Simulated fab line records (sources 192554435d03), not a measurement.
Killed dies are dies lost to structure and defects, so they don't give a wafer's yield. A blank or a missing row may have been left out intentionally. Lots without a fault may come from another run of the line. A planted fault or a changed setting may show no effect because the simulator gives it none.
Which tool did it? + flow n5 finfet + 9 lots, 27 wafers sampled, at 5 steps of a route of 1938

## WHAT EACH GAUGE READ, for each wafer
N5_BEOL_M4_RC_MEAS_101. Usual: DIBL_N 36.3 mV/V, standard deviation 2; DIBL_P 36.3 mV/V, standard deviation 2.4; IOFF_N 0.16 nA/um, standard deviation 0.034; IOFF_P 0.21 nA/um, standard deviation 0.035; ION_N 672 uA/um, standard deviation 12; ION_P 459 uA/um, standard deviation 6.5; SS_N 71.6 mV/dec, standard deviation 0.67; SS_P 73.3 mV/dec, standard deviation 0.71; VT_N 250 mV, standard deviation 3.5; VT_P -251 mV, standard deviation 3.
| lot  | measured     | on        | DIBL_N (mV/V)  | DIBL_P (mV/V)  | IOFF_N (nA/um) | IOFF_P (nA/um) | ION_N (uA/um) | ION_P (uA/um) | SS_N (mV/dec)  | SS_P (mV/dec)  | VT_N (mV)   | VT_P (mV)      | flag |
|------|--------------|-----------|----------------|----------------|----------------|----------------|---------------|---------------|----------------|----------------|-------------|----------------|------|
| L713 | day 8 03:04  | prober-01 | 35.5 35.7 34.9 | 35.7 35.9 34.7 | 0.15 0.15 0.13 | 0.20 0.21 0.19 | 662 661 655   | 458 459 450   | 71.6 71.4 71.9 | 73.3 72.8 72.6 | 250 254 251 | -251 -251 -251 |      |
| L714 | day 8 07:41  | prober-02 | 32.6 32.3 32.3 | 31.7 31.6 31.5 | 0.10 0.10 0.10 | 0.15 0.15 0.15 | 651 653 664   | 456 453 456   | 70.0 69.8 70.1 | 72.0 71.8 72.1 | 259 256 257 | -256 -253 -254 |      |
| L715 | day 8 16:58  | prober-02 | 35.0 33.2 33.3 | 34.4 31.5 32.3 | 0.14 0.10 0.11 | 0.18 0.13 0.15 | 666 647 650   | 453 440 452   | 71.1 70.8 70.9 | 73.2 72.8 72.7 | 249 256 256 | -254 -256 -253 |      |
| L718 | day 9 08:29  | prober-01 | 34.8 36.4 36.4 | 35.7 37.8 36.9 | 0.14 0.16 0.17 | 0.19 0.22 0.21 | 674 675 680   | 460 467 458   | 71.6 71.6 70.6 | 72.7 73.9 73.1 | 251 249 247 | -250 -249 -251 |      |
| L721 | day 11 02:29 | prober-02 | 36.2 40.1 39.7 | 34.9 40.8 37.9 | 0.14 0.23 0.20 | 0.16 0.26 0.21 | 668 681 677   | 452 462 453   | 71.8 72.4 73.6 | 73.0 73.9 73.3 | 253 245 252 | -257 -251 -252 |      |
| L723 | day 11 15:45 | prober-01 | 36.1 35.3 37.2 | 37.2 36.9 38.8 | 0.15 0.16 0.19 | 0.21 0.21 0.23 | 664 692 683   | 455 476 462   | 71.5 71.4 72.4 | 73.3 73.0 73.6 | 249 247 246 | -251 -251 -249 |      |
| L724 | day 11 20:07 | prober-02 | 37.1 38.7 39.6 | 36.1 37.1 38.6 | 0.15 0.16 0.18 | 0.19 0.20 0.23 | 667 661 677   | 455 450 460   | 71.9 72.4 71.6 | 72.6 73.5 73.8 | 250 250 249 | -252 -251 -248 |      |
| L725 | day 11 21:34 | prober-01 | 35.5 36.9 38.3 | 37.5 38.8 40.6 | 0.15 0.19 0.22 | 0.22 0.23 0.28 | 664 671 679   | 458 459 465   | 72.0 72.6 72.3 | 73.6 73.9 74.3 | 253 249 244 | -248 -249 -247 |      |
| L727 | day 12 22:51 | prober-01 | 33.0 36.1 35.6 | 33.7 36.9 36.2 | 0.12 0.17 0.15 | 0.18 0.23 0.22 | 658 656 669   | 457 454 455   | 71.0 71.5 71.2 | 72.3 73.2 73.1 | 253 250 250 | -250 -248 -251 |      |

## TOOL THAT RAN EACH LOT (tool first, then ch and the chambers of the sampled wafers, then the start)
| lot  | N5_MOL_CONTACT_COAG_ETCH_59       | N5_MOL_CONTACT_COAG_SIL_ANNEAL_21 | N5_MOL_CONTACT_COAG_CO_FILL_22  | N5_MOL_CONTACT_COAG_COAT_76      |
|------|-----------------------------------|-----------------------------------|---------------------------------|----------------------------------|
| L713 | rie diel-06 ch 0,2,3, day 5 02:00 | rtp anneal-02 ch 0, day 5 03:37   | cvd co-01 ch 0,1,2, day 5 06:04 | litho track-02 ch 0, day 5 11:56 |
| L714 | rie diel-02 ch 0,2,3, day 5 03:36 | rtp anneal-02 ch 0, day 5 06:25   | cvd co-01 ch 0,1,2, day 5 07:48 | litho track-02 ch 0, day 5 13:01 |
| L715 | rie diel-02 ch 0,1, day 5 10:32   | rtp anneal-02 ch 0, day 5 11:55   | cvd co-02 ch 0,1,2, day 5 14:29 | litho track-05 ch 0, day 5 21:07 |
| L718 | rie diel-05 ch 0,2,3, day 6 03:10 | rtp anneal-02 ch 0, day 6 04:36   | cvd co-01 ch 0,1,2, day 6 05:01 | litho track-05 ch 0, day 6 12:17 |
| L721 | rie diel-02 ch 0,2,3, day 6 21:14 | rtp anneal-01 ch 0, day 6 22:52   | cvd co-01 ch 0,1,2, day 7 00:14 | litho track-02 ch 0, day 7 05:34 |
| L723 | rie diel-02 ch 0,2, day 7 10:32   | rtp anneal-02 ch 0, day 7 12:05   | cvd co-01 ch 0,1,2, day 7 12:28 | litho track-05 ch 0, day 7 18:38 |
| L724 | rie diel-06 ch 0,1,2, day 7 16:34 | rtp anneal-01 ch 0, day 7 19:46   | cvd co-02 ch 0,2, day 7 20:52   | litho track-02 ch 0, day 8 04:05 |
| L725 | rie diel-05 ch 1,2, day 8 01:13   | rtp anneal-01 ch 0, day 8 02:44   | cvd co-01 ch 0,1,2, day 8 03:24 | litho track-05 ch 0, day 8 10:49 |
| L727 | rie diel-06 ch 0,3, day 8 12:33   | rtp anneal-02 ch 0, day 8 14:17   | cvd co-01 ch 0,1,2, day 8 16:05 | litho track-05 ch 0, day 8 22:11 |
- N5_MOL_CONTACT_COAG_ETCH_59: etches underlayer in N2/H2, target depth 13 nm, time 10.4 s.
- N5_MOL_CONTACT_COAG_SIL_ANNEAL_21: time 60 s.
- N5_MOL_CONTACT_COAG_CO_FILL_22: material Co, precursor CCTBA/H2, target thk 20 nm.
- N5_MOL_CONTACT_COAG_COAT_76: time 60 s, resist thk 10 nm.

## WHAT THE TOOLS THEMSELVES READ (means of the sampled wafers that have a number; where no wafer has one, the mark that the record gives instead)
N5_MOL_CONTACT_COAG_ETCH_59. Usual: drypump motor current A 5.7 A, standard deviation 0.53; etch rf on time s 10.53 s, standard deviation 0.26; h2 flow sccm 200.0 sccm, standard deviation 0.63; oes product au 0.64 a.u., standard deviation 0.051; rf fwd power W 819.3 W, standard deviation 2.5; rf vpp V 523.0 V, standard deviation 2.4; showerhead plenum p Torr 2.51 Torr, standard deviation 0.084; throttle valve pct 17.9 %, standard deviation 0.32.
| lot  | tool        | drypump motor current A (A) | etch rf on time s (s) | h2 flow sccm (sccm) | oes product au (a.u.) | rf fwd power W (W) | rf vpp V (V) | showerhead plenum p Torr (Torr) | throttle valve pct (%) | flag |
|------|-------------|-----------------------------|-----------------------|---------------------|-----------------------|--------------------|--------------|---------------------------------|------------------------|------|
| L713 | rie diel-06 | 5.2                         | 10.87                 | 200.4               | 0.61                  | 820.2              | 522.4        | 2.50                            | 17.9                   |      |
| L714 | rie diel-02 | 5.8                         | 10.40                 | 200.5               | 0.68                  | 819.0              | 525.1        | 2.54                            | 17.8                   |      |
| L715 | rie diel-02 | 6.4                         | 10.30                 | 200.6               | 0.72                  | 815.7              | 526.2        | 2.63                            | 17.4                   |      |
| L718 | rie diel-05 | 6.1                         | 10.29                 | 200.1               | 0.70                  | 819.7              | 524.0        | 2.53                            | 17.9                   |      |
| L721 | rie diel-02 | 5.8                         | 10.41                 | 200.1               | 0.66                  | 819.3              | 523.9        | 2.54                            | 17.9                   |      |
| L723 | rie diel-02 | 6.0                         | 10.56                 | 199.7               | 0.67                  | 821.7              | 524.7        | 2.56                            | 17.9                   |      |
| L724 | rie diel-06 | 5.4                         | 10.73                 | 199.5               | 0.59                  | 820.9              | 522.2        | 2.48                            | 18.2                   |      |
| L725 | rie diel-05 | 6.6                         | 10.65                 | 200.4               | 0.64                  | 822.0              | 523.4        | 2.55                            | 17.8                   |      |
| L727 | rie diel-06 | 5.3                         | 10.61                 | 199.9               | 0.60                  | 819.2              | 520.3        | 2.43                            | 17.7                   |      |

N5_MOL_CONTACT_COAG_SIL_ANNEAL_21. Usual: lamp power pct 6.6 %, standard deviation 0.42; lamp_zone_6_pct 6.5 %, standard deviation 0.42; wafer_temp_C_max 552.2, standard deviation 0.46.
| lot  | tool          | lamp power pct (%) | lamp_zone_6_pct (%) | wafer_temp_C_max | flag |
|------|---------------|--------------------|---------------------|------------------|------|
| L713 | rtp anneal-02 | 7.0                | 6.9                 | 552.4            |      |
| L714 | rtp anneal-02 | 7.0                | 6.9                 | 552.1            |      |
| L715 | rtp anneal-02 | 7.0                | 6.9                 | 551.8            |      |
| L718 | rtp anneal-02 | 7.0                | 6.9                 | 552.2            |      |
| L721 | rtp anneal-01 | 6.1                | 6.1                 | 552.6            |      |
| L723 | rtp anneal-02 | 7.0                | 6.9                 | 552.1            |      |
| L724 | rtp anneal-01 | 6.1                | 6.1                 | 552.4            |      |
| L725 | rtp anneal-01 | 6.1                | 6.1                 | 552.3            |      |
| L727 | rtp anneal-02 | 7.0                | 6.9                 | 552.1            |      |

N5_MOL_CONTACT_COAG_CO_FILL_22. Usual: 233 W for heater power w, sd 9.9.
| lot  | tool      | heater power w (W) | flag |
|------|-----------|--------------------|------|
| L713 | cvd co-01 | 238                |      |
| L714 | cvd co-01 | 237                |      |
| L715 | cvd co-02 | 230                |      |
| L718 | cvd co-01 | 238                |      |
| L721 | cvd co-01 | 239                |      |
| L723 | cvd co-01 | 242                |      |
| L724 | cvd co-02 | 221                |      |
| L725 | cvd co-01 | 236                |      |
| L727 | cvd co-01 | 242                |      |

N5_MOL_CONTACT_COAG_COAT_76. Usual: 1500.2 rpm for spin speed rpm, sd 0.88.
| lot  | tool           | spin speed rpm (rpm) | flag |
|------|----------------|----------------------|------|
| L713 | litho track-02 | 1500.1               |      |
| L714 | litho track-02 | 1499.7               |      |
| L715 | litho track-05 | 1499.6               |      |
| L718 | litho track-05 | 1500.4               |      |
| L721 | litho track-02 | 1500.9               |      |
| L723 | litho track-05 | 1501.0               |      |
| L724 | litho track-02 | 1499.7               |      |
| L725 | litho track-05 | 1455.3               | OFF  |
| L727 | litho track-05 | 1454.7               | OFF  |

## THE ANSWER, worked out from the rows above alone
Rule: take the mean of a lot's wafers that have a number; if it is more than 3 standard deviations from the usual mean, the lot is off. A lot without any number at a reading at which 4 lots or more have one is off too. Any other lot the step has rows for is counted as sound. After the gauges, taken in route order, come the tools' own readings; for these a lot's mean is taken, as printed above. The first step at which some lot is off is used, and at that step the reading that is off furthest; a lot without a number counts as furthest.
Off, at N5_MOL_CONTACT_COAG_COAT_76 on spin speed rpm: L725, L727.
If a tool, at that step or one of the process steps before it, ran each lot that is off and ran no sound lot following the first of them, it fits. This does not decide it: 2 tools fit, namely cvd co-01 at N5_MOL_CONTACT_COAG_CO_FILL_22 and litho track-05 at N5_MOL_CONTACT_COAG_COAT_76.

## WHAT THE SIMULATOR PUT IN
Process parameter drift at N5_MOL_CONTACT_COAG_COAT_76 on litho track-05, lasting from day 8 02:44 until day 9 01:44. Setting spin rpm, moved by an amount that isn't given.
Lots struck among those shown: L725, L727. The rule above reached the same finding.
